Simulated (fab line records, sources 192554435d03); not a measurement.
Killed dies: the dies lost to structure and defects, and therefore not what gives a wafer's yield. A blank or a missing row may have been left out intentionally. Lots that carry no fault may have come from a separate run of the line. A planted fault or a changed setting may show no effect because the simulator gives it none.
Struck lot and sound lot, side by side | flow n5 finfet | 15 steps out of a route of 1938
Sound: the wafers L412.1, L412.2, L412.4. Struck: wafer L416.2 (left out: L416.3, a lot-mate that was not struck); the cause follows at the end.
For every step that has rows: the tool of each side, followed by ch and its chambers, followed by its first start. Under that, the readings that differ: sound wafers | struck wafers | difference of the means | sigmas: that difference in standard deviations of wafers without a fault.
alike: a reading whose means differ by less than 2 such deviations, as well as words and numbers matching on both sides. not compared: withheld readings; readings where some wafer has no value; bounds like >300 that might hide an equal value; numbers whose values overlap and for which the record gives no deviation.
A row with sigmas, a row that says differs or no value, or rows on one side alone: a step with any of these is where the two part. When numbers do not overlap yet have no deviation, they are printed without sigmas and do not part them. A reading that every wafer of one side lacks parts them only if that side has two wafers or more.

first, 7 steps without rows for these wafers: N5_SDB_COAT_04 (time 60 s, resist thk 18 nm); N5_SDB_COAT_05 (resist thk 90 nm); N5_SDB_EBR_07; N5_SDB_SOFTBAKE_06 (time 60 s); N5_SDB_EXPOSE_08 (exposes mask SDB); N5_SDB_PEB_09 (peb time 60 s); N5_SDB_DEVELOP_10 (develop time 30 s).
N5_SDB_CD_MEAS_11: target cd 50 nm.
  sound on cd sem-01 ch 0, day 5 22:02; struck on cd sem-02 ch 0, day 7 04:16
  alike: cd nm
N5_SDB_OVL_MEAS_12:
  sound on overlay-01 ch 0, day 5 22:04; struck on overlay-01 ch 0, day 7 04:17
  reading      | sound        | struck | difference | sigmas
  SDB_OVL (nm) | -0.7 2.1 0.5 | -0.9   | -1.5       | -2
N5_SDB_INSPECT_13: inspects for defects (brightfield).
  struck on defect inspect-01, day 7 04:19; sound on defect inspect-01, day 5 22:05
  alike: raw defect count
N5_SDB_DESCUM_16: chemistry O2, time 7.9 s.
  sound on rie diel-03 ch 0,1,2, day 5 22:28; struck on rie diel-01 ch 1, day 7 04:20
  alike: chamber pressure mTorr, drypump motor current A, oes product au, rf vpp V, showerhead plenum p Torr, throttle valve pct
  not compared: rf hours counter h
N5_SDB_ETCH_17: etches SiARC in CF4, target depth 23.4 nm, time 39 s.
  sound on rie diel-03 ch 0,1,2, day 5 22:29; struck on rie diel-01 ch 1, day 7 04:23
  alike: bias w, cf4 flow sccm, chamber pressure mTorr, drypump motor current A, etch rf on time s, oes product au, rf vpp V, showerhead plenum p Torr, throttle valve pct
  not compared: rf hours counter h
N5_SDB_ETCH_18: etches SOC in N2/H2, target depth 100 nm, overetch 20 nm, time 150 s.
  sound on rie diel-03 ch 0,1,2, day 5 22:32; struck on rie diel-01 ch 1, day 7 04:25
  reading                                | sound             | struck | difference | sigmas
  rf vpp V (V)                           | 521.0 521.6 519.1 | 526.2  | +5.6       | +2
  model.SiARC_of_SDB_COAT_04.thk nm (nm) | 12.6 12.8 12.8    | 11.8   | -0.9       |
  alike: bias w, chamber pressure mTorr, drypump motor current A, oes product au, showerhead plenum p Torr, throttle valve pct
  not compared: rf hours counter h
then, 1 step without rows for these wafers: N5_SDB_STRIP_19 (strips in N2/H2).
-- the record jumps here: 4 days lie between the struck wafers' starts before and after (it left off in module SDB and takes up again in module BEOL_M4, whose first step shown is number 1111 of the route) --
N5_BEOL_M4_RC_MEAS_101:
  sound on prober-02 ch 0, day 10 06:15; struck on prober-02 ch 0, day 11 11:02
  reading   | sound       | struck | difference | sigmas
  VT_N (mV) | 245 250 252 | 241    | -8         | -2
  alike: DIBL_N, DIBL_P, IOFF_N, IOFF_P, ION_N, ION_P, SS_N, SS_P, VT_P

== WHERE THEY PART ==
First at N5_SDB_OVL_MEAS_12; last, within this record, at N5_BEOL_M4_RC_MEAS_101.

WHY: what had been put in by the simulator
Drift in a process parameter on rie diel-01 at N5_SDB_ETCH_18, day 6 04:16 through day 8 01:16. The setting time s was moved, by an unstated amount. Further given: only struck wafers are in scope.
